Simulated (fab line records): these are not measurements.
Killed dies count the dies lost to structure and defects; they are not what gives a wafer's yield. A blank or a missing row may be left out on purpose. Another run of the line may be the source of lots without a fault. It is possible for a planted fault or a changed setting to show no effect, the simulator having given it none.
A lot that was struck, set against a sound lot    flow n5 finfet    16 steps out of a route of 1938
Sound: wafers L222.2, L222.3, L222.6. Struck: wafer L229.1 (left out: L229.4, a lot-mate that was not struck); the cause follows at the end.
Order at every step that has rows: each side's tool, ch and its chambers, its first start. Under that, the readings that differ: sound wafers    struck wafers    difference of the means    sigmas: that difference in standard deviations of wafers without a fault.
alike: a reading whose means differ by less than 2 such deviations, as well as words and numbers matching on both sides. not compared: withheld readings; readings where some wafer has no value; bounds like >300 that might hide an equal value; numbers whose values overlap and for which the record gives no deviation.
The two part at a step that has a row with sigmas, a row that says differs or no value, or rows on one side only. Non-overlapping numbers with no deviation appear without sigmas and do not part them. A reading that every wafer of one side lacks parts them only if that side has two wafers or more.

first, 7 steps without rows for these wafers: N5_SDB_COAT_04 (time 60 s, resist thk 18 nm); N5_SDB_COAT_05 (resist thk 90 nm); N5_SDB_EBR_07; N5_SDB_SOFTBAKE_06 (time 60 s); N5_SDB_EXPOSE_08 (exposes mask SDB); N5_SDB_PEB_09 (peb time 60 s); N5_SDB_DEVELOP_10 (develop time 30 s).
N5_SDB_CD_MEAS_11: the cd target is 50 nm.
  sound on cd sem-03 ch 0, day 5 23:43; struck on cd sem-01 ch 0, day 7 17:32
  alike: cd nm
N5_SDB_OVL_MEAS_12:
  sound on overlay-01 ch 0, day 5 23:45; struck on overlay-02 ch 0, day 7 17:34
  alike: SDB_OVL
N5_SDB_INSPECT_13: inspects for defects (brightfield).
  sound on defect inspect-01, day 5 23:47; struck on defect inspect-01, day 7 17:35
  alike: raw defect count
N5_SDB_DESCUM_16: chemistry O2, time 7.9 s.
  sound on rie diel-01 ch 0,3, day 5 23:49; struck on rie diel-01 ch 2, day 7 17:46
reading                sound           struck  difference  sigmas
oes product au (a.u.)  0.95 0.90 0.95  0.70    -0.23       -2
  alike: bias power w, drypump motor current A, rf vpp V, showerhead plenum p Torr, throttle valve pct
  not compared: rf hours counter h
N5_SDB_ETCH_17: etches SiARC in CF4, target depth 23.4 nm, time 39 s.
  sound on rie diel-01 ch 0,3, day 5 23:50; struck on rie diel-01 ch 2, day 7 17:47
reading                sound           struck  difference  sigmas
oes product au (a.u.)  0.82 0.76 0.81  0.61    -0.19       -2
  alike: cf4 flow sccm, drypump motor current A, etch rf on time s, rf vpp V, showerhead plenum p Torr, throttle valve pct
  not compared: rf hours counter h
N5_SDB_ETCH_18: etches SOC in N2/H2, target depth 100 nm, overetch 20 nm, time 150 s.
  sound on rie diel-01 ch 0,3, day 5 23:53; struck on rie diel-01 ch 2, day 7 17:50
reading                                 sound           struck  difference  sigmas
oes product au (a.u.)                   0.84 0.78 0.83  0.62    -0.20       -2
model.SiARC_of_SDB_COAT_04.thk nm (nm)  12.8 12.8 12.6  12.4    -0.3        
  alike: drypump motor current A, rf vpp V, showerhead plenum p Torr, throttle valve pct
  not compared: rf hours counter h
then, 1 step without rows for these wafers: N5_SDB_STRIP_19 (strips in N2/H2).
-- the record jumps here: 4 days lie between the struck wafers' starts before and after (it left off in module SDB and takes up again in module BEOL_M4, whose first step shown is number 1111 of the route) --
N5_BEOL_M4_RC_MEAS_101:
  sound on prober-01 ch 0, day 10 06:16; struck on prober-02 ch 0, day 12 03:09
  alike: DIBL_N, DIBL_P, IOFF_N, IOFF_P, ION_N, ION_P, SS_N, SS_P, VT_N, VT_P
next, for these wafers, 1 step has no rows: N5_PASSIVATION_PROBE_49.

WHERE THEY PART
Earliest at N5_SDB_DESCUM_16; latest, in this record, at N5_SDB_ETCH_18. Later steps at which nothing parts them and some readings are alike: N5_BEOL_M4_RC_MEAS_101.

WHY: what the simulator had put in
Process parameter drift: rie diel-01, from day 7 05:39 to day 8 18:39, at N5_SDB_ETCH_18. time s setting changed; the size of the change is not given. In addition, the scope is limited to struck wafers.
